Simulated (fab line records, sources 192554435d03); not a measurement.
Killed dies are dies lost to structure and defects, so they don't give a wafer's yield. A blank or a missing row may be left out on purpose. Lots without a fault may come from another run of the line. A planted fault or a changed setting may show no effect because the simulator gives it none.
Which tool did it? | flow n5_finfet | 11 lots, 31 wafers sampled, at 4 steps of a route of 1938

WHAT THE GAUGES READ, wafer by wafer
The record holds no reading of a measuring or inspecting step that can be judged against a usual standard deviation.

WHICH TOOL RAN EACH LOT (tool, then ch and the chambers of the sampled wafers, then the start)
lot  | N5_BEOL_M7_DESCUM_33               | N5_BEOL_M7_VIA_ETCH_34             | N5_BEOL_M7_PRE_CLEAN_45      | N5_BEOL_M7_ALD_77
L986 | rie_diel-01 ch 0,2,3, day 8 21:47  | rie_diel-01 ch 0,2,3, day 8 21:58  | pvd_sputter-03, day 8 22:53  | ald_metal-01 ch 1,2, day 8 22:57
L991 | rie_diel-03 ch 0,3, day 10 11:41   | rie_diel-03 ch 0,3, day 10 11:52   | pvd_sputter-03, day 10 13:04 | ald_metal-01 ch 0,3, day 10 13:08
L992 | rie_diel-01 ch 0,2, day 10 15:32   | rie_diel-01 ch 0,2, day 10 15:43   | pvd_sputter-03, day 10 16:33 | ald_metal-02 ch 0,2, day 10 16:37
L995 | rie_diel-04 ch 1,2,3, day 11 11:31 | rie_diel-04 ch 1,2,3, day 11 11:41 | pvd_sputter-01, day 11 15:05 | ald_metal-02 ch 0,1,3, day 11 15:11
L996 | rie_diel-04 ch 1,2,3, day 11 17:54 | rie_diel-04 ch 1,2,3, day 11 18:05 | pvd_sputter-02, day 11 19:24 | ald_metal-02 ch 0,1,2, day 11 19:28
L102 | rie_diel-04 ch 0,1, day 13 11:34   | rie_diel-04 ch 0,1, day 13 11:44   | pvd_sputter-02, day 13 13:03 | ald_metal-02 ch 1,2, day 13 13:20
L104 | rie_diel-03 ch 0,2, day 13 21:08   | rie_diel-03 ch 0,2, day 13 21:19   | pvd_sputter-02, day 13 23:17 | ald_metal-01 ch 0,1,3, day 13 23:22
L105 | rie_diel-03 ch 0,1,2, day 14 02:26 | rie_diel-03 ch 0,1,2, day 14 02:37 | pvd_sputter-02, day 14 03:37 | ald_metal-02 ch 1,2, day 14 03:41
L103 | rie_diel-04 ch 1, day 14 02:46     | rie_diel-04 ch 1, day 14 02:57     | pvd_sputter-03, day 14 04:11 | ald_metal-02 ch 0,3, day 14 04:15
L107 | rie_diel-01 ch 0,3, day 14 19:02   | rie_diel-01 ch 0,3, day 14 19:13   | pvd_sputter-03, day 14 20:10 | ald_metal-03 ch 0,1, day 14 20:15
L108 | rie_diel-03 ch 1,2,3, day 14 20:59 | rie_diel-03 ch 1,2,3, day 14 21:10 | pvd_sputter-02, day 14 23:18 | ald_metal-03 ch 1,3, day 14 23:22
- N5_BEOL_M7_DESCUM_33: chemistry O2, time 7 s.
- N5_BEOL_M7_VIA_ETCH_34: etches SiCOH lowk in C4F6/O2, target depth 125.5 nm, time 50.5 s.
- N5_BEOL_M7_PRE_CLEAN_45: time 30 s.
- N5_BEOL_M7_ALD_77: deposits TaN, target thk 2 nm, pulse time 2 s, purge time 3 s.

WHAT THE TOOLS THEMSELVES READ (means of the sampled wafers that have a number; where no wafer has one, the mark that the record gives instead)
N5_BEOL_M7_DESCUM_33. Usual: bias_power_w 20.00 W, standard deviation 0.063; drypump_motor_current_A 5.5 A, standard deviation 0.42; oes_product_au 0.81 a.u., standard deviation 0.093; rf_vpp_V 242.7 V, standard deviation 1.5; showerhead_plenum_p_Torr 2.06 Torr, standard deviation 0.069; throttle_valve_pct 20.21 %, standard deviation 0.2.
lot  | tool        | bias_power_w (W) | drypump_motor_current_A (A) | oes_product_au (a.u.) | rf_vpp_V (V) | showerhead_plenum_p_Torr (Torr) | throttle_valve_pct (%) | flag
L986 | rie_diel-01 | 20.09            | 5.3                         | 0.82                  | 243.3        | 2.08                            | 20.19                  |
L991 | rie_diel-03 | 19.96            | 5.9                         | 0.67                  | 241.8        | 2.05                            | 20.26                  |
L992 | rie_diel-01 | 19.96            | 5.0                         | 0.85                  | 241.8        | 2.05                            | 20.16                  |
L995 | rie_diel-04 | 20.04            | 5.7                         | 0.76                  | 241.0        | 2.01                            | 20.17                  |
L996 | rie_diel-04 | 20.00            | 5.7                         | 0.75                  | 241.5        | 2.01                            | 20.18                  |
L102 | rie_diel-04 | 19.96            | 5.8                         | 0.83                  | 240.8        | 1.98                            | 20.30                  |
L104 | rie_diel-03 | 20.05            | 5.3                         | 0.90                  | 242.9        | 2.08                            | 19.94                  |
L105 | rie_diel-03 | 20.06            | 5.8                         | 0.90                  | 242.6        | 2.09                            | 20.13                  |
L103 | rie_diel-04 | 20.02            | 5.7                         | 0.73                  | 240.3        | 1.92                            | 20.30                  |
L107 | rie_diel-01 | 19.97            | 5.1                         | 0.81                  | 242.3        | 2.09                            | 20.15                  |
L108 | rie_diel-03 | 20.01            | 5.7                         | 0.89                  | 243.9        | 2.09                            | 20.29                  |

N5_BEOL_M7_VIA_ETCH_34. Usual: drypump_motor_current_A 5.5 A, standard deviation 0.42; oes_product_au 0.81 a.u., standard deviation 0.092; rf_vpp_V 663 V, standard deviation 14; showerhead_plenum_p_Torr 2.81 Torr, standard deviation 0.096; throttle_valve_pct 20.73 %, standard deviation 0.18.
lot  | tool        | drypump_motor_current_A (A) | oes_product_au (a.u.) | rf_vpp_V (V) | showerhead_plenum_p_Torr (Torr) | throttle_valve_pct (%) | flag
L986 | rie_diel-01 | 5.3                         | 0.82                  | 670          | 2.85                            | 20.72                  |
L991 | rie_diel-03 | 5.9                         | 0.67                  | 651          | 2.79                            | 20.76                  |
L992 | rie_diel-01 | 5.0                         | 0.85                  | 661          | 2.79                            | 20.68                  |
L995 | rie_diel-04 | 5.7                         | 0.77                  | 658          | 2.74                            | 20.68                  |
L996 | rie_diel-04 | 5.7                         | 0.75                  | 659          | 2.74                            | 20.68                  |
L102 | rie_diel-04 | 5.7                         | 0.83                  | 657          | 2.69                            | 20.71                  |
L104 | rie_diel-03 | 5.4                         | 0.89                  | 679          | 2.84                            | 20.43                  |
L105 | rie_diel-03 | 5.8                         | 0.90                  | 673          | 2.85                            | 20.62                  |
L103 | rie_diel-04 | 5.7                         | 0.73                  | 652          | 2.61                            | 20.68                  |
L107 | rie_diel-01 | 5.2                         | 0.81                  | 664          | 2.85                            | 20.72                  |
L108 | rie_diel-03 | 5.7                         | 0.88                  | 670          | 2.86                            | 20.79                  |

N5_BEOL_M7_PRE_CLEAN_45. Usual: heater_power_w 347 W, standard deviation 16.
lot  | tool           | heater_power_w (W) | flag
L986 | pvd_sputter-03 | 345                |
L991 | pvd_sputter-03 | 328                |
L992 | pvd_sputter-03 | 352                |
L995 | pvd_sputter-01 | 349                |
L996 | pvd_sputter-02 | 343                |
L102 | pvd_sputter-02 | 347                |
L104 | pvd_sputter-02 | 350                |
L105 | pvd_sputter-02 | 342                |
L103 | pvd_sputter-03 | 359                |
L107 | pvd_sputter-03 | 346                |
L108 | pvd_sputter-02 | 352                |

N5_BEOL_M7_ALD_77. Usual: heater_power_w 425 W, standard deviation 48.
lot  | tool         | heater_power_w (W) | flag
L986 | ald_metal-01 | 496                |
L991 | ald_metal-01 | 378                |
L992 | ald_metal-02 | 469                |
L995 | ald_metal-02 | 416                |
L996 | ald_metal-02 | 424                |
L102 | ald_metal-02 | 406                |
L104 | ald_metal-01 | 436                |
L105 | ald_metal-02 | 413                |
L103 | ald_metal-02 | 428                |
L107 | ald_metal-03 | 410                |
L108 | ald_metal-03 | 440                |

THE ANSWER, worked out from the rows above alone
Rule: a lot is off if the mean of its wafers that have a number lies more than 3 standard deviations from the usual mean. A lot without any number at a reading at which 4 lots or more have one is off too. The other lots that the step has rows for count as sound. The gauges are gone through in route order, then the tools' own readings, and for those a lot's mean is taken as printed above. The first step at which some lot is off is used, and at that step the reading that is off furthest; a lot without a number counts as furthest.
No lot is off at any reading shown: from this, nothing can be told.

WHAT THE SIMULATOR HAD PUT IN
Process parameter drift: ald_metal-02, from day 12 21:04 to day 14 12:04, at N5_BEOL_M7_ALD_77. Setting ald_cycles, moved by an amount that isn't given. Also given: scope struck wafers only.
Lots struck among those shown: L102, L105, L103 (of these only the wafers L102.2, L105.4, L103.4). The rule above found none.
